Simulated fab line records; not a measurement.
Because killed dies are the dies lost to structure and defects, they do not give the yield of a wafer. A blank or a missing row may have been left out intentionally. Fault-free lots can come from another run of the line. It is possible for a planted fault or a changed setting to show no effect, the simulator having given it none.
fab line records / flow n5_finfet / part 2 of 2: steps 16 to 25 of 25
record: lots: 5 wafers: 15 last_day: 18
route steps=1938 shown BEOL_M6@1229
lots that met no fault: from a run of the same line without faults
start_h: the number of hours between the record's first day and the start of the first shown wafer of the lot / wait_h: hours from the lot's prior step to this one / " same as the row above / L1.1+2: several wafers, shown together as one row / - no value, or no start was given / * or withheld: withheld / < > ~ a bound
route shown NAME@n: a module of which the file shows steps, and the number in the route of the first / usual: mean/standard deviation of fault-free wafers / same: alike in all rows / chamber/n: place in a boat / sites: readings site by site / _std_site: standard deviation across them / _edge_site: outer sites' mean less inner sites' / radius_mm: for every site, how far away it sits from the centre of the wafer / mask NAME#n: copy n / behind: the most recent tool/chamber to have shaped the wafer / hold: why the lot went on hold/how many hours it stayed there/how the hold came to an end / device: the n, p or np transistor that did not switch / end of line: the route-end tests of the same wafers / for a step that has no rows: nothing shown but its recipe / killed: at the first sort, the dies lost to defects and structure; wafer yield is something else / map: dies across one wafer; x = killed, . = not, _ = none there
set.NAME: the run value of the setting; set.NAME@STEP: its run value at that earlier step / model.NAME: the simulator's own value behind a step, which no gauge read
lots seen at some steps along the route; tables by step, rows by wafer
services: a tool's chamber out of use, with start hour (start_h, from the record's first day; less than 0 if before it), hours out, and reason
== steps ==
step: N5_BEOL_M6_SRD_40
recipe: time_s: 30 temp_c: 23 rinse_liquid: diw dry: ipa_marangoni
usual: do_supply_ppb: 10.00/0.1 temp_c: 23.01/0.11
same: time_s: 30
lot.wafer=L083.3 tool=wet_bench-06 chamber=5 start_h=222.48 wait_h=0.0 do_supply_ppb=9.92 temp_c=22.91
lot.wafer=L083.5 tool=wet_bench-06 chamber=7 start_h=222.48 wait_h=0.0 do_supply_ppb=9.96 temp_c=22.71
lot.wafer=L083.6 tool=wet_bench-06 chamber=4 start_h=222.48 wait_h=0.0 do_supply_ppb=9.86 temp_c=22.91
lot.wafer=L095.1 tool=wet_bench-03 chamber=0 start_h=304.04 wait_h=0.0 do_supply_ppb=10.05 temp_c=23.28
lot.wafer=L095.3 tool=wet_bench-03 chamber=5 start_h=304.04 wait_h=0.0 do_supply_ppb=10.14 temp_c=22.97
lot.wafer=L095.4 tool=wet_bench-03 chamber=1 start_h=304.04 wait_h=0.0 do_supply_ppb=9.97 temp_c=22.96
lot.wafer=L094.1 tool=wet_bench-03 chamber=5 start_h=312.13 wait_h=0.0 do_supply_ppb=9.73 temp_c=22.82
lot.wafer=L094.2 tool=wet_bench-03 chamber=6 start_h=312.13 wait_h=0.0 do_supply_ppb=9.88 temp_c=22.97
lot.wafer=L094.6 tool=wet_bench-03 chamber=1 start_h=312.13 wait_h=0.0 do_supply_ppb=9.94 temp_c=22.97
lot.wafer=L087.4 tool=wet_bench-03 chamber=2 start_h=338.06 wait_h=0.0 do_supply_ppb=9.95 temp_c=23.14
lot.wafer=L087.5 tool=wet_bench-03 chamber=3 start_h=338.06 wait_h=0.0 do_supply_ppb=9.88 temp_c=22.77
lot.wafer=L087.6 tool=wet_bench-03 chamber=7 start_h=338.06 wait_h=0.0 do_supply_ppb=10.04 temp_c=23.15
lot.wafer=L096.2 tool=wet_bench-05 chamber=3 start_h=345.26 wait_h=0.0 do_supply_ppb=10.06 temp_c=22.88
lot.wafer=L096.3 tool=wet_bench-05 chamber=0 start_h=345.26 wait_h=0.0 do_supply_ppb=10.11 temp_c=23.19
lot.wafer=L096.6 tool=wet_bench-05 chamber=6 start_h=345.26 wait_h=0.0 do_supply_ppb=10.11 temp_c=23.16
step: N5_BEOL_M6_PRECLEAN_42
recipe: chemistry: residue_remover time_s: 60 temp_c: 40
usual: temp_c: 40.01/0.12
same: time_s: 60
lot.wafer=L083.3 tool=wet_bench-06 chamber=5 start_h=222.50 wait_h=0.0 temp_c=40.11
lot.wafer=L083.5 tool=wet_bench-06 chamber=7 start_h=222.50 wait_h=0.0 temp_c=40.21
lot.wafer=L083.6 tool=wet_bench-06 chamber=4 start_h=222.50 wait_h=0.0 temp_c=40.02
lot.wafer=L095.1 tool=wet_bench-03 chamber=0 start_h=304.05 wait_h=0.0 temp_c=40.02
lot.wafer=L095.3 tool=wet_bench-03 chamber=5 start_h=304.05 wait_h=0.0 temp_c=40.01
lot.wafer=L095.4 tool=wet_bench-03 chamber=1 start_h=304.05 wait_h=0.0 temp_c=40.03
lot.wafer=L094.1 tool=wet_bench-03 chamber=5 start_h=312.15 wait_h=0.0 temp_c=39.97
lot.wafer=L094.2 tool=wet_bench-03 chamber=6 start_h=312.15 wait_h=0.0 temp_c=40.26
lot.wafer=L094.6 tool=wet_bench-03 chamber=1 start_h=312.15 wait_h=0.0 temp_c=39.90
lot.wafer=L087.4 tool=wet_bench-03 chamber=2 start_h=338.07 wait_h=0.0 temp_c=40.18
lot.wafer=L087.5 tool=wet_bench-03 chamber=3 start_h=338.07 wait_h=0.0 temp_c=40.03
lot.wafer=L087.6 tool=wet_bench-03 chamber=7 start_h=338.07 wait_h=0.0 temp_c=39.92
lot.wafer=L096.2 tool=wet_bench-05 chamber=3 start_h=345.28 wait_h=0.0 temp_c=40.00
lot.wafer=L096.3 tool=wet_bench-05 chamber=0 start_h=345.28 wait_h=0.0 temp_c=39.89
lot.wafer=L096.6 tool=wet_bench-05 chamber=6 start_h=345.28 wait_h=0.0 temp_c=39.92
step: N5_BEOL_M6_SRD_43
recipe: time_s: 30 temp_c: 23 rinse_liquid: diw dry: ipa_marangoni
usual: do_supply_ppb: 10.00/0.1 temp_c: 22.99/0.12
same: time_s: 30
lot.wafer=L083.3 tool=wet_bench-06 chamber=5 start_h=222.52 wait_h=0.0 do_supply_ppb=9.95 temp_c=23.09
lot.wafer=L083.5 tool=wet_bench-06 chamber=7 start_h=222.52 wait_h=0.0 do_supply_ppb=9.99 temp_c=22.94
lot.wafer=L083.6 tool=wet_bench-06 chamber=4 start_h=222.52 wait_h=0.0 do_supply_ppb=10.03 temp_c=23.03
lot.wafer=L095.1 tool=wet_bench-03 chamber=0 start_h=304.07 wait_h=0.0 do_supply_ppb=9.93 temp_c=23.07
lot.wafer=L095.3 tool=wet_bench-03 chamber=5 start_h=304.07 wait_h=0.0 do_supply_ppb=10.05 temp_c=22.98
lot.wafer=L095.4 tool=wet_bench-03 chamber=1 start_h=304.07 wait_h=0.0 do_supply_ppb=9.93 temp_c=22.85
lot.wafer=L094.1 tool=wet_bench-03 chamber=5 start_h=312.16 wait_h=0.0 do_supply_ppb=9.86 temp_c=22.91
lot.wafer=L094.2 tool=wet_bench-03 chamber=6 start_h=312.16 wait_h=0.0 do_supply_ppb=10.01 temp_c=22.94
lot.wafer=L094.6 tool=wet_bench-03 chamber=1 start_h=312.16 wait_h=0.0 do_supply_ppb=9.87 temp_c=22.99
lot.wafer=L087.4 tool=wet_bench-03 chamber=2 start_h=338.09 wait_h=0.0 do_supply_ppb=10.08 temp_c=22.75
lot.wafer=L087.5 tool=wet_bench-03 chamber=3 start_h=338.09 wait_h=0.0 do_supply_ppb=10.12 temp_c=22.96
lot.wafer=L087.6 tool=wet_bench-03 chamber=7 start_h=338.09 wait_h=0.0 do_supply_ppb=10.12 temp_c=22.94
lot.wafer=L096.2 tool=wet_bench-05 chamber=3 start_h=345.30 wait_h=0.0 do_supply_ppb=9.89 temp_c=22.90
lot.wafer=L096.3 tool=wet_bench-05 chamber=0 start_h=345.30 wait_h=0.0 do_supply_ppb=9.91 temp_c=23.15
lot.wafer=L096.6 tool=wet_bench-05 chamber=6 start_h=345.30 wait_h=0.0 do_supply_ppb=10.17 temp_c=22.81
step: N5_BEOL_M6_CD_MEAS_35
recipe: target_cd_nm: 40 target_cd_y_nm: 28 polarity: opening
usual: cd_nm: 40.2/0.6
lot.wafer=L083.3 tool=cd_sem-01 chamber=- start_h=222.56 wait_h=0.0 cd_nm=41.2
lot.wafer=L083.5 tool=cd_sem-01 chamber=- start_h=222.56 wait_h=0.0 cd_nm=40.2
lot.wafer=L083.6 tool=cd_sem-01 chamber=- start_h=222.56 wait_h=0.0 cd_nm=40.4
lot.wafer=L095.1 tool=cd_sem-02 chamber=- start_h=304.11 wait_h=0.0 cd_nm=41.0
lot.wafer=L095.3 tool=cd_sem-02 chamber=- start_h=304.11 wait_h=0.0 cd_nm=40.5
lot.wafer=L095.4 tool=cd_sem-02 chamber=- start_h=304.11 wait_h=0.0 cd_nm=41.3
lot.wafer=L094.1 tool=cd_sem-03 chamber=- start_h=312.20 wait_h=0.0 cd_nm=39.5
lot.wafer=L094.2 tool=cd_sem-03 chamber=- start_h=312.20 wait_h=0.0 cd_nm=40.2
lot.wafer=L094.6 tool=cd_sem-03 chamber=- start_h=312.20 wait_h=0.0 cd_nm=40.3
lot.wafer=L087.4 tool=cd_sem-01 chamber=- start_h=338.13 wait_h=0.0 cd_nm=40.4
lot.wafer=L087.5 tool=cd_sem-01 chamber=- start_h=338.13 wait_h=0.0 cd_nm=40.1
lot.wafer=L087.6 tool=cd_sem-01 chamber=- start_h=338.13 wait_h=0.0 cd_nm=38.9
lot.wafer=L096.2 tool=cd_sem-03 chamber=- start_h=345.34 wait_h=0.0 cd_nm=39.2
lot.wafer=L096.3 tool=cd_sem-03 chamber=- start_h=345.34 wait_h=0.0 cd_nm=40.1
lot.wafer=L096.6 tool=cd_sem-03 chamber=- start_h=345.34 wait_h=0.0 cd_nm=40.6
step: N5_BEOL_M6_CURE_75
recipe: temp_c: 370 time_s: 120 ambient: DMADMS/He material: SiCOH_lowk
usual: lamp_power_pct: 52.32/0.05 wafer_temp_C_max: 372.0/0.9
same: time_s: 120
lot.wafer=L083.3 tool=uv_cure-01 chamber=0 start_h=222.70 wait_h=0.1 lamp_power_pct=52.35 wafer_temp_C_max=373.9
lot.wafer=L083.5 tool=uv_cure-01 chamber=0 start_h=222.70 wait_h=0.1 lamp_power_pct=52.31 wafer_temp_C_max=373.1
lot.wafer=L083.6 tool=uv_cure-01 chamber=0 start_h=222.70 wait_h=0.1 lamp_power_pct=52.36 wafer_temp_C_max=373.0
lot.wafer=L095.1 tool=uv_cure-03 chamber=2 start_h=304.15 wait_h=0.0 lamp_power_pct=52.29 wafer_temp_C_max=371.1
lot.wafer=L095.3 tool=uv_cure-03 chamber=2 start_h=304.15 wait_h=0.0 lamp_power_pct=52.27 wafer_temp_C_max=370.9
lot.wafer=L095.4 tool=uv_cure-03 chamber=2 start_h=304.15 wait_h=0.0 lamp_power_pct=52.30 wafer_temp_C_max=370.9
lot.wafer=L094.1 tool=uv_cure-03 chamber=0 start_h=312.24 wait_h=0.0 lamp_power_pct=52.29 wafer_temp_C_max=372.2
lot.wafer=L094.2 tool=uv_cure-03 chamber=0 start_h=312.24 wait_h=0.0 lamp_power_pct=52.41 wafer_temp_C_max=371.8
lot.wafer=L094.6 tool=uv_cure-03 chamber=0 start_h=312.24 wait_h=0.0 lamp_power_pct=52.41 wafer_temp_C_max=371.5
lot.wafer=L087.4 tool=uv_cure-01 chamber=2 start_h=338.32 wait_h=0.2 lamp_power_pct=52.35 wafer_temp_C_max=372.4
lot.wafer=L087.5 tool=uv_cure-01 chamber=2 start_h=338.32 wait_h=0.2 lamp_power_pct=52.27 wafer_temp_C_max=372.9
lot.wafer=L087.6 tool=uv_cure-01 chamber=2 start_h=338.32 wait_h=0.2 lamp_power_pct=52.32 wafer_temp_C_max=373.8
lot.wafer=L096.2 tool=uv_cure-03 chamber=0 start_h=345.43 wait_h=0.1 lamp_power_pct=52.36 wafer_temp_C_max=373.2
lot.wafer=L096.3 tool=uv_cure-03 chamber=0 start_h=345.43 wait_h=0.1 lamp_power_pct=52.30 wafer_temp_C_max=373.3
lot.wafer=L096.6 tool=uv_cure-03 chamber=0 start_h=345.43 wait_h=0.1 lamp_power_pct=52.36 wafer_temp_C_max=372.5
step: N5_BEOL_M6_DEGAS_44
recipe: ambient: vacuum temp_c: 250 time_s: 60
usual: heater_power_w: 336/20
same: time_s: 60
lot.wafer=L083.3 tool=pvd_sputter-01 chamber=- start_h=222.92 wait_h=0.2 heater_power_w=298
lot.wafer=L083.5 tool=pvd_sputter-01 chamber=- start_h=222.92 wait_h=0.2 heater_power_w=323
lot.wafer=L083.6 tool=pvd_sputter-01 chamber=- start_h=222.92 wait_h=0.2 heater_power_w=324
lot.wafer=L095.1 tool=pvd_sputter-01 chamber=- start_h=307.03 wait_h=2.8 heater_power_w=298
lot.wafer=L095.3 tool=pvd_sputter-01 chamber=- start_h=307.03 wait_h=2.8 heater_power_w=346
lot.wafer=L095.4 tool=pvd_sputter-01 chamber=- start_h=307.03 wait_h=2.8 heater_power_w=324
lot.wafer=L094.1 tool=pvd_sputter-01 chamber=- start_h=312.77 wait_h=0.5 heater_power_w=299
lot.wafer=L094.2 tool=pvd_sputter-01 chamber=- start_h=312.77 wait_h=0.5 heater_power_w=324
lot.wafer=L094.6 tool=pvd_sputter-01 chamber=- start_h=312.77 wait_h=0.5 heater_power_w=318
lot.wafer=L087.4 tool=pvd_sputter-01 chamber=- start_h=338.49 wait_h=0.1 heater_power_w=335
lot.wafer=L087.5 tool=pvd_sputter-01 chamber=- start_h=338.49 wait_h=0.1 heater_power_w=347
lot.wafer=L087.6 tool=pvd_sputter-01 chamber=- start_h=338.49 wait_h=0.1 heater_power_w=307
lot.wafer=L096.2 tool=pvd_sputter-03 chamber=- start_h=345.74 wait_h=0.3 heater_power_w=355
lot.wafer=L096.3 tool=pvd_sputter-03 chamber=- start_h=345.74 wait_h=0.3 heater_power_w=325
lot.wafer=L096.6 tool=pvd_sputter-03 chamber=- start_h=345.74 wait_h=0.3 heater_power_w=359
step: N5_BEOL_M6_PRE_CLEAN_45
recipe: gas: H2/He time_s: 30 temp_c: 250
usual: heater_power_w: 335/21
same: time_s: 30
lot.wafer=L083.3 tool=pvd_sputter-01 chamber=- start_h=222.96 wait_h=0.0 heater_power_w=291
lot.wafer=L083.5 tool=pvd_sputter-01 chamber=- start_h=222.96 wait_h=0.0 heater_power_w=336
lot.wafer=L083.6 tool=pvd_sputter-01 chamber=- start_h=222.96 wait_h=0.0 heater_power_w=320
lot.wafer=L095.1 tool=pvd_sputter-01 chamber=- start_h=307.07 wait_h=0.0 heater_power_w=297
lot.wafer=L095.3 tool=pvd_sputter-01 chamber=- start_h=307.07 wait_h=0.0 heater_power_w=350
lot.wafer=L095.4 tool=pvd_sputter-01 chamber=- start_h=307.07 wait_h=0.0 heater_power_w=319
lot.wafer=L094.1 tool=pvd_sputter-01 chamber=- start_h=312.81 wait_h=0.0 heater_power_w=297
lot.wafer=L094.2 tool=pvd_sputter-01 chamber=- start_h=312.81 wait_h=0.0 heater_power_w=312
lot.wafer=L094.6 tool=pvd_sputter-01 chamber=- start_h=312.81 wait_h=0.0 heater_power_w=317
lot.wafer=L087.4 tool=pvd_sputter-01 chamber=- start_h=338.53 wait_h=0.0 heater_power_w=330
lot.wafer=L087.5 tool=pvd_sputter-01 chamber=- start_h=338.53 wait_h=0.0 heater_power_w=351
lot.wafer=L087.6 tool=pvd_sputter-01 chamber=- start_h=338.53 wait_h=0.0 heater_power_w=294
lot.wafer=L096.2 tool=pvd_sputter-03 chamber=- start_h=345.78 wait_h=0.0 heater_power_w=345
lot.wafer=L096.3 tool=pvd_sputter-03 chamber=- start_h=345.78 wait_h=0.0 heater_power_w=323
lot.wafer=L096.6 tool=pvd_sputter-03 chamber=- start_h=345.78 wait_h=0.0 heater_power_w=347
step: N5_BEOL_M6_ALD_77
recipe: material: TaN target_thk_a: 20 temp_c: 275 ald_precursor_family: PDMAT ald_co_reactant: NH3 pressure_torr: 3 carrier_flow_sccm: 1500 pulse_time_s: 2 purge_time_s: 3 co_reactant_purge_time_s: 2 co_reactant_pulse_time_s: 3 ald_cycles: 40 precursor_vessel_temp_c: 75 precursor_vessel_pressure_torr: 26.25 precursor_vessel_carrier_sccm: 1000
usual: heater_power_w: 412/49
same: co_reactant_pulse_time_s: 3
lot.wafer=L083.3 tool=ald_metal-04 chamber=3 start_h=223.03 wait_h=0.0 heater_power_w=356
lot.wafer=L083.5 tool=ald_metal-04 chamber=1 start_h=223.03 wait_h=0.0 heater_power_w=437
lot.wafer=L083.6 tool=ald_metal-04 chamber=2 start_h=223.03 wait_h=0.0 heater_power_w=346
lot.wafer=L095.1 tool=ald_metal-02 chamber=1 start_h=307.36 wait_h=0.3 heater_power_w=372
lot.wafer=L095.3 tool=ald_metal-02 chamber=2 start_h=307.36 wait_h=0.3 heater_power_w=514
lot.wafer=L095.4 tool=ald_metal-02 chamber=0 start_h=307.36 wait_h=0.3 heater_power_w=419
lot.wafer=L094.1 tool=ald_metal-02 chamber=0 start_h=312.87 wait_h=0.0 heater_power_w=420
lot.wafer=L094.2 tool=ald_metal-02 chamber=2 start_h=312.87 wait_h=0.0 heater_power_w=521
lot.wafer=L094.6 tool=ald_metal-02 chamber=1 start_h=312.87 wait_h=0.0 heater_power_w=384
lot.wafer=L087.4 tool=ald_metal-04 chamber=0 start_h=338.74 wait_h=0.2 heater_power_w=442
lot.wafer=L087.5 tool=ald_metal-04 chamber=2 start_h=338.74 wait_h=0.2 heater_power_w=344
lot.wafer=L087.6 tool=ald_metal-04 chamber=1 start_h=338.74 wait_h=0.2 heater_power_w=457
lot.wafer=L096.2 tool=ald_metal-03 chamber=3 start_h=345.88 wait_h=0.1 heater_power_w=407
lot.wafer=L096.3 tool=ald_metal-03 chamber=1 start_h=345.88 wait_h=0.1 heater_power_w=460
lot.wafer=L096.6 tool=ald_metal-03 chamber=2 start_h=345.88 wait_h=0.1 heater_power_w=444
step: N5_BEOL_M6_SURFACE_TREAT_79
recipe: gas: Ar time_s: * ion_energy_ev: * ion_current_ma_cm2: 0.5 pressure_mtorr: * ar_flow_sccm: 30
usual: pressure_mtorr: * throttle_valve_pct: *
same: time_s: *
lot.wafer=L083.3 tool=pvd_sputter-01 chamber=- start_h=223.31 wait_h=0.2 pressure_mtorr=* throttle_valve_pct=*
lot.wafer=L083.5 tool=pvd_sputter-01 chamber=- start_h=223.31 wait_h=0.2 pressure_mtorr=* throttle_valve_pct=*
lot.wafer=L083.6 tool=pvd_sputter-01 chamber=- start_h=223.31 wait_h=0.2 pressure_mtorr=* throttle_valve_pct=*
lot.wafer=L095.1 tool=pvd_sputter-01 chamber=- start_h=309.05 wait_h=1.6 pressure_mtorr=* throttle_valve_pct=*
lot.wafer=L095.3 tool=pvd_sputter-01 chamber=- start_h=309.05 wait_h=1.6 pressure_mtorr=* throttle_valve_pct=*
lot.wafer=L095.4 tool=pvd_sputter-01 chamber=- start_h=309.05 wait_h=1.6 pressure_mtorr=* throttle_valve_pct=*
lot.wafer=L094.1 tool=pvd_sputter-03 chamber=- start_h=313.15 wait_h=0.2 pressure_mtorr=* throttle_valve_pct=*
lot.wafer=L094.2 tool=pvd_sputter-03 chamber=- start_h=313.15 wait_h=0.2 pressure_mtorr=* throttle_valve_pct=*
lot.wafer=L094.6 tool=pvd_sputter-03 chamber=- start_h=313.15 wait_h=0.2 pressure_mtorr=* throttle_valve_pct=*
lot.wafer=L087.4 tool=pvd_sputter-01 chamber=- start_h=339.29 wait_h=0.4 pressure_mtorr=* throttle_valve_pct=*
lot.wafer=L087.5 tool=pvd_sputter-01 chamber=- start_h=339.29 wait_h=0.4 pressure_mtorr=* throttle_valve_pct=*
lot.wafer=L087.6 tool=pvd_sputter-01 chamber=- start_h=339.29 wait_h=0.4 pressure_mtorr=* throttle_valve_pct=*
lot.wafer=L096.2 tool=pvd_sputter-01 chamber=- start_h=347.62 wait_h=1.6 pressure_mtorr=* throttle_valve_pct=*
lot.wafer=L096.3 tool=pvd_sputter-01 chamber=- start_h=347.62 wait_h=1.6 pressure_mtorr=* throttle_valve_pct=*
lot.wafer=L096.6 tool=pvd_sputter-01 chamber=- start_h=347.62 wait_h=1.6 pressure_mtorr=* throttle_valve_pct=*
step: N5_BEOL_M6_CVD_78
recipe: material: Co target_thk_a: 20 temp_c: withheld precursor: CCTBA/H2 pressure_torr: 30 time_s: 142.3
same: time_s: 142.3
lot.wafer=L083.3+5+6 tool=cvd_co-01 chamber=2,0,1 start_h=223.38 wait_h=0.1
lot.wafer=L095.1+3+4 tool=cvd_co-02 chamber=1,0,2 start_h=309.11 wait_h=0.0
lot.wafer=L094.1+2+6 tool=cvd_co-02 chamber=2,0,1 start_h=313.26 wait_h=0.1
lot.wafer=L087.4+5+6 tool=cvd_co-01 chamber=0,2,0 start_h=339.91 wait_h=0.6
lot.wafer=L096.2+3+6 tool=cvd_co-02 chamber=0,1,1 start_h=347.68 wait_h=0.0
== services ==
tool=cvd_co-01 chamber=0 start_h=228.17 hours=7.7 kind=repair
tool=rie_diel-03 chamber=0 start_h=229.05 hours=- kind=clean
tool=rie_diel-03 chamber=0 start_h=229.05 hours=- kind=consumable_replace:focus_ring
tool=rie_diel-03 chamber=0 start_h=229.05 hours=- kind=consumable_replace:showerhead
tool=rie_diel-03 chamber=0 start_h=229.05 hours=21.1 kind=scheduled_down
tool=wet_bench-06 chamber=- start_h=236.80 hours=1.9 kind=pm
tool=wet_bench-06 chamber=- start_h=240.43 hours=2.1 kind=repair
tool=rie_diel-03 chamber=- start_h=246.82 hours=1.1 kind=repair
tool=uv_cure-03 chamber=- start_h=252.65 hours=0.8 kind=repair
tool=rie_diel-04 chamber=0 start_h=253.23 hours=8.6 kind=repair
tool=uv_cure-01 chamber=- start_h=272.32 hours=13.0 kind=repair
tool=pvd_sputter-01 chamber=- start_h=273.00 hours=6.9 kind=repair
tool=rie_diel-04 chamber=- start_h=273.54 hours=1.3 kind=repair
tool=ald_metal-03 chamber=3 start_h=287.03 hours=5.3 kind=repair
tool=uv_cure-01 chamber=- start_h=287.82 hours=0.8 kind=repair
tool=pvd_sputter-01 chamber=- start_h=303.61 hours=2.6 kind=repair
tool=cvd_co-01 chamber=- start_h=323.24 hours=2.8 kind=repair
tool=rie_diel-04 chamber=2 start_h=335.69 hours=- kind=clean
tool=rie_diel-04 chamber=2 start_h=335.69 hours=- kind=consumable_replace:focus_ring
tool=rie_diel-04 chamber=2 start_h=335.69 hours=- kind=consumable_replace:showerhead
tool=rie_diel-04 chamber=2 start_h=335.69 hours=20.3 kind=scheduled_down
tool=rie_diel-04 chamber=2 start_h=335.69 hours=20.3 kind=vent_cycle
tool=cvd_co-02 chamber=- start_h=337.23 hours=3.6 kind=repair
tool=pvd_sputter-01 chamber=- start_h=340.71 hours=0.5 kind=repair
